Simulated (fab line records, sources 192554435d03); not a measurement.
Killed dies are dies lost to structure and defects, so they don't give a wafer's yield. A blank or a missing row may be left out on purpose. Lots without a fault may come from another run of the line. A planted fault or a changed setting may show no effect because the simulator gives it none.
A struck lot beside a sound one | flow n5_finfet | 15 steps out of a route of 1938
Sound: wafers L801.2, L801.5, L801.6. Struck: wafers L797.1, L797.5, L797.6. The cause comes at the end.
At each step with rows: each side's tool, then ch and its chambers, then its first start. Under that, the readings that differ: sound wafers | struck wafers | difference of the means | sigmas: that difference in standard deviations of wafers without a fault.
alike: readings whose means differ by less than 2 such deviations, and words and numbers that are the same on both sides. not compared: withheld readings, readings that some wafer has no value for, bounds like >300 that may hide the same value, and numbers for which the record gives no deviation and whose values overlap.
The two part at a step that has a row with sigmas, a row that says differs or no value, or rows on one side only. Numbers that don't overlap but have no deviation are shown without sigmas and don't part them. A reading that every wafer of one side lacks parts them only if that side has two wafers or more.

first, 2 steps without rows for these wafers: N5_BEOL_M10_VIA_ETCH_34 (etches SiCOH lowk in C4F6/O2, target depth 184.5 nm, time 69.2 s); N5_BEOL_M10_STRIP_73 (strips in C4F6/O2).
N5_BEOL_M10_STRIP_36: strips in N2/H2.
  sound on rie_diel-06 ch 1,3, day 15 08:48; struck on rie_diel-05 ch 1,2, day 14 02:56
  alike: drypump_motor_current_A, oes_product_au, rf_vpp_V, showerhead_plenum_p_Torr, throttle_valve_pct
  not compared: rf_hours_counter_h
N5_BEOL_M10_TRENCH_ETCH_37: etches SiCOH lowk in C4F6/O2, target depth 148.83 nm, time 48 s.
  sound on rie_diel-06 ch 1,3; struck on rie_diel-05 ch 1,2
  alike: drypump_motor_current_A, oes_product_au, rf_vpp_V, showerhead_plenum_p_Torr, throttle_valve_pct
  not compared: rf_hours_counter_h
N5_BEOL_M10_ETCH_41: etches SiCN in CH3F/O2, target depth 42.6 nm, time 86 s.
  sound on rie_diel-06 ch 1,3; struck on rie_diel-05 ch 1,2
  reading      | sound             | struck            | difference | sigmas
  rf_vpp_V (V) | 296.2 296.4 296.6 | 300.7 298.9 298.7 | +3.0       | +2
  alike: drypump_motor_current_A, oes_product_au, showerhead_plenum_p_Torr, throttle_valve_pct
  not compared: rf_hours_counter_h
N5_BEOL_M10_STRIP_77: strips in N2/H2, time 10 s.
  sound on rie_diel-06 ch 1,3; struck on rie_diel-05 ch 1,2
  alike: drypump_motor_current_A, oes_product_au, rf_vpp_V, showerhead_plenum_p_Torr, throttle_valve_pct
  not compared: rf_hours_counter_h
N5_BEOL_M10_OCD_MEAS_38:
  sound on ocd-01, day 15 09:01; struck on ocd-01, day 14 03:15
  alike: trench_depth_nm
then, 4 steps without rows for these wafers: N5_BEOL_M10_HM_STRIP_39 (strips TiN in peroxide tin strip, target depth 25 nm, time 158 s); N5_BEOL_M10_SRD_40 (time 30 s); N5_BEOL_M10_PRECLEAN_42 (cleans in residue remover, time 60 s); N5_BEOL_M10_SRD_43 (time 30 s).
N5_BEOL_M10_CD_MEAS_35: target cd 70 nm.
  sound on cd_sem-02, day 15 09:16; struck on cd_sem-03, day 14 03:24
  alike: cd_nm
N5_BEOL_M10_CURE_72: cures SiCOH lowk, time 120 s.
  sound on uv_cure-02 ch 0, day 15 09:34; struck on uv_cure-01 ch 0, day 14 03:26
  no value came back on the struck wafers for lamp_power_pct (%), run_length_s (s), wafer_temp_C_max; on the sound wafers lamp_power_pct (%) reads 52.25 52.29 52.35
N5_BEOL_M10_DEGAS_44: time 60 s.
  sound on pvd_sputter-03, day 15 10:02; struck on pvd_sputter-01, day 14 05:02
  alike: heater_power_w
N5_PASSIVATION_PROBE_49:
  sound on prober-01, day 17 11:07; struck on prober-01, day 16 03:34
  alike: defect_limited_yield, killed_at_M0_to_M3, killed_at_M4_up, killed_at_contacts, killed_at_front_end, killed_at_other, killed_dies, killed_open, killed_short, sort_bin_4_leakage, sort_bin_5_function, sort_bin_6_memory, sort_n_pass, sort_yield_pct

WHERE THEY PART
First at N5_BEOL_M10_ETCH_41; last, within this record, at N5_BEOL_M10_CURE_72. Later steps at which nothing parts them and some readings are alike: N5_BEOL_M10_DEGAS_44, N5_PASSIVATION_PROBE_49.

WHY: what the simulator had put in
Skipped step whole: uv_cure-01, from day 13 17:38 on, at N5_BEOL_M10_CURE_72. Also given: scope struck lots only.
